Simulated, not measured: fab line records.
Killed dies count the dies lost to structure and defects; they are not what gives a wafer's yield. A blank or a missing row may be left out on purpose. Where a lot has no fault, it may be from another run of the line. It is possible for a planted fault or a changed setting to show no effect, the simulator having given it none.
Chamber matching || flow n5-finfet || N5_STI_FIN_REVEAL_ETCHBACK_08 on rie-diel-02: 4 sister chambers
The step etches SiO2 in C4F6/O2, target depth 30.5 nm, time 10.167 s. 8 wafers are shown with their chamber, then 7 later ones without.

== WAFERS WITH THEIR CHAMBER ==
{"wafer": "L385.5", "chamber": 0, "showerhead-plenum-p-Torr (Torr)": 2.90, "oes-product-au (a.u.)": 0.91}
{"wafer": "L386.1", "chamber": 2, "showerhead-plenum-p-Torr (Torr)": 2.86, "oes-product-au (a.u.)": 0.77}
{"wafer": "L386.3", "chamber": 0, "showerhead-plenum-p-Torr (Torr)": 2.90, "oes-product-au (a.u.)": 0.90}
{"wafer": "L391.2", "chamber": 1, "showerhead-plenum-p-Torr (Torr)": 2.86, "oes-product-au (a.u.)": 0.75}
{"wafer": "L391.3", "chamber": 2, "showerhead-plenum-p-Torr (Torr)": 2.85, "oes-product-au (a.u.)": 0.76}
{"wafer": "L391.6", "chamber": 3, "showerhead-plenum-p-Torr (Torr)": 2.93, "oes-product-au (a.u.)": 0.72}
{"wafer": "L397.2", "chamber": 1, "showerhead-plenum-p-Torr (Torr)": 2.86, "oes-product-au (a.u.)": 0.75}
{"wafer": "L397.3", "chamber": 3, "showerhead-plenum-p-Torr (Torr)": 2.92, "oes-product-au (a.u.)": 0.71}

== WAFERS WITH NO CHAMBER GIVEN ==
{"wafer": "L397.4", "showerhead-plenum-p-Torr (Torr)": 2.89, "oes-product-au (a.u.)": 0.88}
{"wafer": "L398.3", "showerhead-plenum-p-Torr (Torr)": 2.88, "oes-product-au (a.u.)": 0.87}
{"wafer": "L398.5", "showerhead-plenum-p-Torr (Torr)": 2.85, "oes-product-au (a.u.)": 0.75}
{"wafer": "L398.6", "showerhead-plenum-p-Torr (Torr)": 2.88, "oes-product-au (a.u.)": 0.86}
{"wafer": "L400.1", "showerhead-plenum-p-Torr (Torr)": 2.92, "oes-product-au (a.u.)": 0.71}
{"wafer": "L400.4", "showerhead-plenum-p-Torr (Torr)": 2.88, "oes-product-au (a.u.)": 0.86}
{"wafer": "L400.6", "showerhead-plenum-p-Torr (Torr)": 2.85, "oes-product-au (a.u.)": 0.74}

== THE CHAMBER EACH PASSED THROUGH ==
{"wafer": "L397.4", "from the rows above": 0, "in truth": 0}
{"wafer": "L398.3", "from the rows above": 0, "in truth": 0}
{"wafer": "L398.5", "from the rows above": "can't be placed: 1 or 2", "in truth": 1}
{"wafer": "L398.6", "from the rows above": 0, "in truth": 0}
{"wafer": "L400.1", "from the rows above": 3, "in truth": 3}
{"wafer": "L400.4", "from the rows above": 0, "in truth": 0}
{"wafer": "L400.6", "from the rows above": "can't be placed: 1 or 2", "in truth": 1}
Correct placement for 5 of the 7. From these rows, 2 cannot be placed; in 2 the true chamber is one of the candidates. 0 placed wrongly.
How it was worked out, from the rows above alone: a wafer's distance from a chamber is the root of the sum, over the readings, of the square of ((its reading less the chamber's mean) divided by the reading's scatter). The wafer belongs to the nearest chamber; if the next one is less than 2 further off, it can't be placed. A chamber's mean is the mean of its shown wafers. The scatter is the square root of a quotient: the sum, over the shown wafers, of each reading's squared deviation from its chamber's mean, divided by wafers minus chambers.
